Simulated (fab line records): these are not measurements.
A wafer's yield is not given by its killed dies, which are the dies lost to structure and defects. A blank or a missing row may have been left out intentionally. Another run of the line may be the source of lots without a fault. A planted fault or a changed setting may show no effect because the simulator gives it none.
fab line records ; flow nandHarc
record: lots: 6; wafers: 18; lastDay: 33
route steps=1302 shown P_ZERO_WELL@44 END@1302
lots with no fault: from the same line, run without faults
startH: start of the lot's first displayed wafer, in hours after the record's first day ; waitH: hours elapsed since this lot's preceding step ; " repeats the value in the row above ; L1.1+2: a single row standing in for several wafers ; - no value, or no start was given ; * or withheld: withheld ; < > ~ a bound
route shown NAME@n: NAME is a module with steps in the file, n the number in the route of the first one ; usual: the fault-free wafers' mean and standard deviation ; same: alike in all rows ; chamber/n: place in a boat ; sites: per-site readings ; _std_site: the values' standard deviation ; _edge_site: inner sites' mean taken away from outer sites' mean ; radiusMm: for every site, how far away it sits from the centre of the wafer ; mask NAME#n: copy n ; behind: tool/chamber where the wafer was last shaped ; hold: what put the lot on hold/how long, in hours/how the hold closed ; device: whichever transistor did not switch (one of n, p or np) ; end of line: the route-end tests of the same wafers ; a step without rows: its recipe alone ; killed: dies lost to structure and defects at the first sort, not the wafer's yield ; map: the dies of a wafer, with x for killed, . for not killed, _ for no die there
set.NAME: the setting the step ran with; set.NAME@STEP: the setting that earlier step ran with ; model.NAME: the simulator's own value behind a step, which no gauge read
a table for each step, a row for each wafer; lots at some steps of the route
services: the hour from which a tool's chamber was out of use, counted from the record's first day as startH (under 0 if before that day), plus the number of hours and why
== steps ==
step: NHARC_P_ZERO_WELL_CD_MEAS_37
recipe: targetCdNm: 720; landingEnergyEv: 500
usual: cdNm: 719.4/2.1
lot.wafer;tool;chamber;startH;waitH;cdNm
L450.1;cdSem-01;0;34.11;-;716.5
L450.3;cdSem-01;0;34.11;-;719.1
L450.5;cdSem-01;0;34.11;-;715.9
L461.1;cdSem-01;0;144.11;-;716.1
L461.2;cdSem-01;0;144.11;-;718.3
L461.3;cdSem-01;0;144.11;-;718.2
L469.1;cdSem-02;0;224.34;-;718.0
L469.2;cdSem-02;0;224.34;-;716.7
L469.4;cdSem-02;0;224.34;-;716.9
L470.3;cdSem-01;0;234.84;-;720.3
L470.4;cdSem-01;0;234.84;-;722.2
L470.5;cdSem-01;0;234.84;-;721.0
L471.1;cdSem-03;0;244.12;-;720.5
L471.3;cdSem-03;0;244.12;-;721.7
L471.4;cdSem-03;0;244.12;-;723.1
L472.1;cdSem-02;0;254.17;-;720.5
L472.2;cdSem-02;0;254.17;-;722.6
L472.5;cdSem-02;0;254.17;-;720.4
step: NHARC_P_ZERO_WELL_HARDBAKE_38
recipe: tempC: 125; timeS: 80
step: NHARC_P_ZERO_WELL_DESCUM_39
recipe: timeS: 3; o2FlowSccm: 200; arFlowSccm: 0; biasPowerW: 0; chemistry: O2
usual: chamberPressureMTorr: 60.00/0.057; drypumpMotorCurrentA: 5.8/0.54; oesProductAu: 1.001/0.0098; rfVppV: 57.8/0.97; showerheadPlenumPTorr: 1.92/0.099; throttleValvePct: 11.312/0.0078
lot.wafer;tool;chamber;startH;waitH;chamberPressureMTorr;drypumpMotorCurrentA;oesProductAu;rfHoursCounterH;rfVppV;showerheadPlenumPTorr;throttleValvePct
L450.3;rieDiel-02;2;34.29;-;60.04;6.2;0.990;54;58.7;2.02;11.320
L450.1;rieDiel-02;3;34.29;-;60.01;5.3;1.012;50;57.8;1.94;11.305
L450.5;rieDiel-02;2;34.29;-;60.01;6.2;0.992;-;59.0;2.02;11.308
L461.1;rieDiel-11;2;144.27;-;59.99;6.1;1.001;12;57.2;1.79;11.313
L461.2;rieDiel-11;3;144.27;-;59.98;6.3;0.994;13;57.5;1.84;11.315
L461.3;rieDiel-11;1;144.27;-;59.99;5.4;1.020;11;58.2;1.99;11.303
L469.4;rieDiel-11;1;224.50;-;60.04;5.4;0.996;36;56.0;1.98;11.305
L469.2;rieDiel-11;2;224.50;-;59.97;6.1;0.997;36;55.5;1.78;11.306
L469.1;rieDiel-11;3;224.50;-;60.00;6.3;0.989;35;56.9;1.83;11.306
L470.4;rieDiel-10;2;235.01;-;59.98;5.1;1.005;52;56.7;1.79;11.310
L470.3;rieDiel-10;3;235.01;-;59.94;6.8;1.014;52;59.2;2.01;11.301
L470.5;rieDiel-10;1;235.01;-;59.99;6.5;0.998;-;58.0;1.85;11.315
L471.3;rieDiel-10;3;244.29;-;60.00;6.8;1.021;54;55.8;2.01;11.309
L471.4;rieDiel-10;0;244.29;-;60.02;5.5;1.004;59;59.8;2.00;11.315
L471.1;rieDiel-10;1;244.29;-;59.90;6.5;0.998;47;57.9;1.85;11.317
L472.1;rieDiel-02;0;254.34;-;59.94;6.0;0.970;11;57.0;1.81;11.303
L472.2;rieDiel-02;2;254.34;-;59.94;6.2;0.994;10;58.2;2.00;11.323
L472.5;rieDiel-02;3;254.34;-;60.03;5.3;1.005;-;58.1;1.92;11.301
step: NHARC_P_ZERO_WELL_IMPLANT_40
recipe: energyKev: 300; doseCm2: 1e+13; tiltDeg: 7
step: NHARC_P_ZERO_WELL_IMPLANT_59
recipe: energyKev: 120; doseCm2: 5e+12; tiltDeg: 7
step: NHARC_P_ZERO_WELL_IMPLANT_60
recipe: energyKev: 30; doseCm2: 2e+12; tiltDeg: 7
step: NHARC_P_ZERO_WELL_STRIP_41
recipe: timeS: 840; tempC: 130; chemistry: SPM
step: NHARC_P_ZERO_WELL_DEHYDRATE_44
recipe: tempC: 150; timeS: 120
step: NHARC_P_ZERO_WELL_HMDS_45
recipe: timeS: 30
step: NHARC_P_ZERO_WELL_COAT_46
recipe: spinRpm: withheld
step: NHARC_P_ZERO_WELL_SOFTBAKE_47
recipe: tempC: 122; timeS: 95
step: NHARC_P_ZERO_WELL_EBR_48
step: NHARC_P_ZERO_WELL_EXPOSE_49
recipe: na: 0.6; targetCdNm: 2000; doseMj: 22.64; maskId: P_HVPW
usual: reticleTempC: 23.02/0.1
lot.wafer;tool;chamber;startH;waitH;mask;reticleTempC
L450.1;krfScanner-03;0;35.47;-;P_HVPW#0;23.00
L450.3;krfScanner-03;0;35.47;-;P_HVPW#0;22.94
L450.5;krfScanner-03;0;35.47;-;P_HVPW#0;22.96
L461.1;krfScanner-02;0;145.59;-;P_HVPW#0;22.90
L461.2;krfScanner-02;0;145.59;-;P_HVPW#0;23.09
L461.3;krfScanner-02;0;145.59;-;P_HVPW#0;22.98
L469.1;krfScanner-02;0;225.69;-;P_HVPW#0;22.90
L469.2;krfScanner-02;0;225.69;-;P_HVPW#0;23.07
L469.4;krfScanner-02;0;225.69;-;P_HVPW#0;23.03
L470.3;krfScanner-02;0;236.20;-;P_HVPW#0;22.99
L470.4;krfScanner-02;0;236.20;-;P_HVPW#0;22.95
L470.5;krfScanner-02;0;236.20;-;P_HVPW#0;22.95
L471.1;krfScanner-03;0;245.63;-;P_HVPW#0;23.15
L471.3;krfScanner-03;0;245.63;-;P_HVPW#0;23.14
L471.4;krfScanner-03;0;245.63;-;P_HVPW#0;23.22
L472.1;krfScanner-04;0;255.65;-;P_HVPW#0;22.84
L472.2;krfScanner-04;0;255.65;-;P_HVPW#0;22.91
L472.5;krfScanner-04;0;255.65;-;P_HVPW#0;22.95
step: NHARC_P_ZERO_WELL_PEB_50
recipe: pebTempC: 118; pebTimeS: 85
step: NHARC_P_ZERO_WELL_DEVELOP_51
recipe: timeS: 70
step: NHARC_P_ZERO_WELL_CD_MEAS_52
recipe: targetCdNm: 2000; landingEnergyEv: 500
usual: cdNm: 1999.3/1.6
lot.wafer;tool;chamber;startH;waitH;cdNm
L450.1;cdSem-01;0;35.62;-;1999.4
L450.3;cdSem-01;0;35.62;-;1998.9
L450.5;cdSem-01;0;35.62;-;1997.2
L461.1;cdSem-01;0;145.75;-;1997.1
L461.2;cdSem-01;0;145.75;-;1997.7
L461.3;cdSem-01;0;145.75;-;1998.5
L469.1;cdSem-01;0;225.84;-;2000.2
L469.2;cdSem-01;0;225.84;-;1997.6
L469.4;cdSem-01;0;225.84;-;2044.2
L470.3;cdSem-01;0;236.35;-;2000.1
L470.4;cdSem-01;0;236.35;-;2046.8
L470.5;cdSem-01;0;236.35;-;1999.9
L471.1;cdSem-02;0;245.79;-;2000.9
L471.3;cdSem-02;0;245.79;-;2000.7
L471.4;cdSem-02;0;245.79;-;2002.6
L472.1;cdSem-02;0;255.81;-;2000.5
L472.2;cdSem-02;0;255.81;-;1999.1
L472.5;cdSem-02;0;255.81;-;2000.4
step: NHARC_P_ZERO_WELL_HARDBAKE_53
recipe: tempC: 125; timeS: 80
step: NHARC_P_ZERO_WELL_DESCUM_54
recipe: timeS: 3; o2FlowSccm: 200; arFlowSccm: 0; biasPowerW: 0; chemistry: O2
usual: chamberPressureMTorr: 60.00/0.057; drypumpMotorCurrentA: 5.8/0.49; oesProductAu: 1.001/0.011; rfVppV: 57.9/1; showerheadPlenumPTorr: 1.94/0.098; throttleValvePct: 11.310/0.0084
lot.wafer;tool;chamber;startH;waitH;chamberPressureMTorr;drypumpMotorCurrentA;oesProductAu;rfHoursCounterH;rfVppV;showerheadPlenumPTorr;throttleValvePct;model.P_ZERO_WELL.cdNm
L450.1;rieDiel-11;0;35.78;-;59.98;5.4;0.996;39;57.8;2.06;11.297;1999
L450.3;rieDiel-11;3;35.78;-;60.04;6.3;0.977;36;57.6;1.85;11.311;1998
L450.5;rieDiel-11;0;35.78;-;60.00;5.4;0.991;-;58.2;2.06;11.295;1997
L461.1;rieDiel-02;2;145.91;-;60.05;6.2;0.988;37;56.9;2.01;11.313;1998
L461.3;rieDiel-02;3;145.91;-;59.90;5.3;1.019;29;57.1;1.93;11.325;1997
L461.2;rieDiel-02;1;145.91;-;59.97;5.4;1.003;41;59.4;2.06;11.294;1997
L469.2;rieDiel-02;2;226.11;-;60.02;6.2;0.990;0;58.4;2.00;11.312;1997
L469.1;rieDiel-02;3;226.11;-;59.94;5.3;1.015;0;58.8;1.92;11.309;2000
L469.4;rieDiel-02;1;226.11;-;59.97;5.3;0.997;-;59.2;2.05;11.305;2044
L470.4;rieDiel-02;1;236.51;-;59.98;5.4;0.997;3;57.8;2.05;11.301;2046
L470.3;rieDiel-02;0;236.51;-;60.02;6.0;0.986;4;59.0;1.82;11.306;2000
L470.5;rieDiel-02;1;236.51;-;59.94;5.3;1.000;-;57.7;2.05;11.302;1999
L471.3;rieDiel-02;3;245.97;-;59.98;5.3;1.000;7;58.4;1.92;11.302;2000
L471.1;rieDiel-02;0;245.97;-;59.99;6.0;0.992;5;58.0;1.81;11.303;2001
L471.4;rieDiel-02;1;245.97;-;60.01;5.4;0.999;5;58.4;2.05;11.321;2001
L472.1;rieDiel-10;0;255.99;-;60.09;5.5;1.013;1;57.5;2.00;11.309;2001
L472.2;rieDiel-10;1;255.99;-;59.99;6.5;0.998;1;58.1;1.85;11.316;2000
L472.5;rieDiel-10;0;255.99;-;60.00;5.5;1.014;-;59.7;2.00;11.319;2001
step: NHARC_P_ZERO_WELL_IMPLANT_55
recipe: energyKev: 180; doseCm2: 8e+11; tiltDeg: 7
step: NHARC_END_SORT_01
recipe: tempC: 25
usual: killedAtArray: 55/12; killedAtOther: 1.0/1.2; killedAtPeriphery: 3.9/2.6; killedDies: 60/12; killedOpen: 3.3/1.9; killedShort: 2.5/1.8
same: grossDies: 677
lot.wafer;tool;chamber;startH;waitH;killedAtArray;killedAtOther;killedAtPeriphery;killedDies;killedOpen;killedShort
L461.1;prober-01;0;671.97;2.5;40;0;5;45;3;2
L461.2;prober-01;0;672.78;2.8;45;0;1;46;6;2
killed by level:class
L461.1 A_CHANNEL_HOLE_D1:chamberFilmFlake=25 A_CONTACT:chamberFilmFlake=7 P_CONTACT:geometricParticle:open=2 A_CHANNEL_HOLE_D2:geometricParticle:short=1 A_SGD_CUT:geometricParticle:open=1 A_WL_FILL:geometricParticle:short=1 A_ZERO_WELL:chamberFilmFlake=1 P_ZERO_WELL:chamberFilmFlake=1
L461.2 A_CHANNEL_HOLE_D1:chamberFilmFlake=25 A_CONTACT:chamberFilmFlake=4 A_CHANNEL_FILL_D1:geometricParticle:open=2 A_CHANNEL_FILL_D2:chamberFilmFlake=2 A_M0:chamberFilmFlake=2 P_M0:geometricParticle:open=1 A_DECK1_JOINT:geometricParticle:short=1 A_CHANNEL_FILL_D2:geometricParticle:open=1
== services ==
tool;chamber;startH;hours;kind
rieDiel-10;2;27.32;7.5;repair
rieDiel-02;-;39.77;9.0;pm
rieDiel-11;2;40.22;3.2;repair
krfScanner-02;-;45.46;25.6;repair
rieDiel-10;1;47.97;13.7;repair
krfScanner-03;-;51.63;1.4;repair
rieDiel-11;2;52.01;2.6;repair
krfScanner-03;-;53.04;4.0;pm
rieDiel-10;-;57.50;0.4;repair
rieDiel-10;-;67.83;9.0;pm
rieDiel-11;-;78.50;9.0;pm
rieDiel-02;3;79.68;2.6;repair
rieDiel-10;1;81.02;3.8;repair
rieDiel-11;3;92.23;1.5;repair
krfScanner-02;-;94.00;4.0;pm
rieDiel-10;1;110.37;11.6;repair
rieDiel-02;1;130.47;6.3;repair
rieDiel-10;-;148.62;1.7;repair
rieDiel-11;-;213.28;0.3;repair
rieDiel-02;-;217.10;9.0;pm
krfScanner-03;-;225.04;4.0;pm
rieDiel-02;1;233.69;2.7;repair
rieDiel-10;-;244.83;9.0;pm
rieDiel-02;-;256.02;0.2;repair
== key ==
firstSign: step: NHARC_P_ZERO_WELL_CD_MEAS_52; reading: cdNm; direction: up; sigmas: 30; usual: 1999.3; struck: 2045.5
effect none on later readings
modelEffect: step: NHARC_P_ZERO_WELL_DESCUM_54; value: P_ZERO_WELL.cdNm; without: 1998; struck: 2045
metAt NHARC_P_ZERO_WELL_EXPOSE_49
struckWafers L469.4,L470.4
testerLeftOut L469,L470
onsetBetween 145.59 225.69
fault: kind: processParameterDrift; tool: krfScanner-02; chamber: -; onsetH: 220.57; steps: NHARC_P_ZERO_WELL_EXPOSE_49; channel: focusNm; offset: 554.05; shape: step; endH: 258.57; scope: struckWafersOnly
testerLeftOut: of these lots the tester's yield and bins aren't shown, on N5 and GAA mostly nor the transistor test; their killed dies are dies lost to structure and defects alone, not to doping, threshold or leakage, so they don't give the yield
